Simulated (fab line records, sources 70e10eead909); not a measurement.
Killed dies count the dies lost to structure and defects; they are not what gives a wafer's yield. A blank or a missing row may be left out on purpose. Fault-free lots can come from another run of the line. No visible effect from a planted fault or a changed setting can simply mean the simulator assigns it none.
Chamber matching + flow nand_harc + NHARC_P_GATE_DEP_103 on pecvd-04: 3 sister chambers
The step deposits SiON, target thk 30 nm. 3 wafers are shown with their chamber, then 9 later ones without.

EACH WAFER AND ITS CHAMBER
| wafer  | chamber | heater_power_w (W) |
|--------|---------|--------------------|
| L087.3 | 2       | 829                |
| L089.4 | 0       | 1024               |
| L089.5 | 1       | 643                |

WAFERS WHOSE CHAMBER IS MISSING
| wafer  | heater_power_w (W) |
|--------|--------------------|
| L088.2 | 687                |
| L088.5 | 701                |
| L088.6 | 787                |
| L095.1 | 887                |
| L095.2 | 723                |
| L095.6 | 888                |
| L096.1 | 834                |
| L096.4 | 870                |
| L096.6 | 757                |

WHICH CHAMBER EACH WENT THROUGH
| wafer  | from the rows above     | in truth                   |
|--------|-------------------------|----------------------------|
| L088.2 | can't be placed: 1 or 2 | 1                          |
| L088.5 | can't be placed: 1 or 2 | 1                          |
| L088.6 | can't be placed: 2 or 1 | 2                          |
| L095.1 | can't be placed: 2 or 0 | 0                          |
| L095.2 | can't be placed: 1 or 2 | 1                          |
| L095.6 | can't be placed: 2 or 0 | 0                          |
| L096.1 | 2                       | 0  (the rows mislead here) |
| L096.4 | 2                       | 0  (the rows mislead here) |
| L096.6 | can't be placed: 2 or 1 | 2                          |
Placed correctly: 0 of 9. Not placeable from these rows: 7 (in 7, the candidates include the true chamber). Placed wrongly: 2.
How it was worked out, from the rows above alone: a wafer's distance from a chamber is the root of the sum, over the readings, of the square of ((its reading less the chamber's mean) divided by the reading's scatter). If the next closest chamber is less than 2 further off than the closest, the wafer can't be placed; otherwise it belongs to the closest. Each chamber's mean is taken over the wafers shown for it. The scatter: root of mean squared gap, hidden wafer to nearest shown wafer, with one shown wafer a chamber.
